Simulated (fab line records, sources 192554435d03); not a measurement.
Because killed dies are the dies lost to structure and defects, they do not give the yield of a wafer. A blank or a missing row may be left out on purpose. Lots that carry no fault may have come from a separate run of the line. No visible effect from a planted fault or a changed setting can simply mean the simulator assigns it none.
The tool behind it: which one? :: flow n5Finfet :: Sampling: 10 lots, 30 wafers, 2 of 1938 route steps

WHAT THE GAUGES READ, wafer by wafer
N5_BEOL_M9_OVL_MEAS_29.
lot: L990
measured: day 9 16:53
on: overlay-01
V8_OVL (nm): 0.3 0.6 1.1

lot: L992
measured: day 9 21:54
on: overlay-02
V8_OVL (nm): -0.1 0.2 0.1

lot: L995
measured: day 10 16:59
on: overlay-02
V8_OVL (nm): 0.8 0.6 -0.3

lot: L101
measured: day 12 08:17
on: overlay-01
V8_OVL (nm): -0.8 -0.8 -0.8

lot: L104
measured: day 13 08:08
on: overlay-01
V8_OVL (nm): -0.2 0.8 -0.6

lot: L106
measured: day 13 07:40
on: overlay-02
V8_OVL (nm): -0.2 -0.5 0.9

lot: L105
measured: day 13 08:19
on: overlay-02
V8_OVL (nm): -0.1 -0.5 0.8

lot: L110
measured: day 15 07:46
on: overlay-01
V8_OVL (nm): -0.2 0.2 -1.0

lot: L112
measured: day 15 23:25
on: overlay-01
V8_OVL (nm): 0.0 -1.0 -0.2

lot: L111
measured: day 16 00:55
on: overlay-02
V8_OVL (nm): 1.2 1.1 -0.5

EACH LOT AND THE TOOL THAT RAN IT (in order: tool; ch and the chambers of the sampled wafers; start)
lot: L990
N5_BEOL_M9_STRIP_19: rieDiel-06 ch 1,2,3, day 9 16:26

lot: L992
N5_BEOL_M9_STRIP_19: rieDiel-06 ch 1,2, day 9 21:29

lot: L995
N5_BEOL_M9_STRIP_19: rieDiel-05 ch 0,2,3, day 10 13:09

lot: L101
N5_BEOL_M9_STRIP_19: rieDiel-04 ch 0,1,2, day 12 07:12

lot: L104
N5_BEOL_M9_STRIP_19: rieDiel-06 ch 0,1,2, day 13 05:56

lot: L106
N5_BEOL_M9_STRIP_19: rieDiel-06 ch 1,3, day 13 06:24

lot: L105
N5_BEOL_M9_STRIP_19: rieDiel-06 ch 0,1,3, day 13 07:05

lot: L110
N5_BEOL_M9_STRIP_19: rieDiel-04 ch 0,2,3, day 15 06:47

lot: L112
N5_BEOL_M9_STRIP_19: rieDiel-06 ch 0,1, day 15 20:31

lot: L111
N5_BEOL_M9_STRIP_19: rieDiel-05 ch 0,1,2, day 16 00:23
- N5_BEOL_M9_STRIP_19: strips in O2.

AS READ BY THE TOOLS THEMSELVES (means over the sampled wafers that have a number; for cases with no such wafer, the mark the record gives instead)
N5_BEOL_M9_STRIP_19.
lot: L990
tool: rieDiel-06
drypumpMotorCurrentA (A): 5.7
oesProductAu (a.u.): 0.72
rfVppV (V): 4.0
showerheadPlenumPTorr (Torr): 2.12
throttleValvePct (%): 16.76

lot: L992
tool: rieDiel-06
drypumpMotorCurrentA (A): 5.9
oesProductAu (a.u.): 0.72
rfVppV (V): 3.5
showerheadPlenumPTorr (Torr): 2.11
throttleValvePct (%): 16.85

lot: L995
tool: rieDiel-05
drypumpMotorCurrentA (A): 5.6
oesProductAu (a.u.): 0.78
rfVppV (V): 4.1
showerheadPlenumPTorr (Torr): 2.10
throttleValvePct (%): 16.70

lot: L101
tool: rieDiel-04
drypumpMotorCurrentA (A): 6.0
oesProductAu (a.u.): 0.89
rfVppV (V): 3.7
showerheadPlenumPTorr (Torr): 2.07
throttleValvePct (%): 16.64

lot: L104
tool: rieDiel-06
drypumpMotorCurrentA (A): 5.8
oesProductAu (a.u.): 0.78
rfVppV (V): 3.6
showerheadPlenumPTorr (Torr): 2.10
throttleValvePct (%): 16.68

lot: L106
tool: rieDiel-06
drypumpMotorCurrentA (A): 5.6
oesProductAu (a.u.): 0.71
rfVppV (V): 3.8
showerheadPlenumPTorr (Torr): 2.06
throttleValvePct (%): 16.85

lot: L105
tool: rieDiel-06
drypumpMotorCurrentA (A): 5.6
oesProductAu (a.u.): 0.79
rfVppV (V): 3.8
showerheadPlenumPTorr (Torr): 2.11
throttleValvePct (%): 16.59

lot: L110
tool: rieDiel-04
drypumpMotorCurrentA (A): 5.7
oesProductAu (a.u.): 0.79
rfVppV (V): 4.1
showerheadPlenumPTorr (Torr): 2.05
throttleValvePct (%): 16.89

lot: L112
tool: rieDiel-06
drypumpMotorCurrentA (A): 5.7
oesProductAu (a.u.): 0.82
rfVppV (V): 3.5
showerheadPlenumPTorr (Torr): 2.09
throttleValvePct (%): 16.52

lot: L111
tool: rieDiel-05
drypumpMotorCurrentA (A): 5.5
oesProductAu (a.u.): 0.72
rfVppV (V): 3.1
showerheadPlenumPTorr (Torr): 2.08
throttleValvePct (%): 16.91

THE ANSWER, worked out from the rows above alone
Rule: what is usual is taken from the lots themselves. The widest of any qualifying gaps counts: lots, ordered by their means at a reading, are off when they make up no more than a third of the lots, leave a main group of 4 or more, and stand apart from it by 3 or more times the standard deviation of that group's means. A main group is skipped when, at the precision printed for the reading in the tables above, its means are all equal. A lot without any number at a reading at which 4 lots or more have one is off too. All remaining lots with rows at the step are treated as sound. The gauges are gone through in route order, then the tools' own readings, and for those a lot's mean is taken as printed above. At the first step where some lot is off, the reading lying furthest off is the one used; lots without a number count as furthest.
Across all readings shown, no lot is off: no conclusion can be drawn from this.

WHAT THE SIMULATOR PUT IN
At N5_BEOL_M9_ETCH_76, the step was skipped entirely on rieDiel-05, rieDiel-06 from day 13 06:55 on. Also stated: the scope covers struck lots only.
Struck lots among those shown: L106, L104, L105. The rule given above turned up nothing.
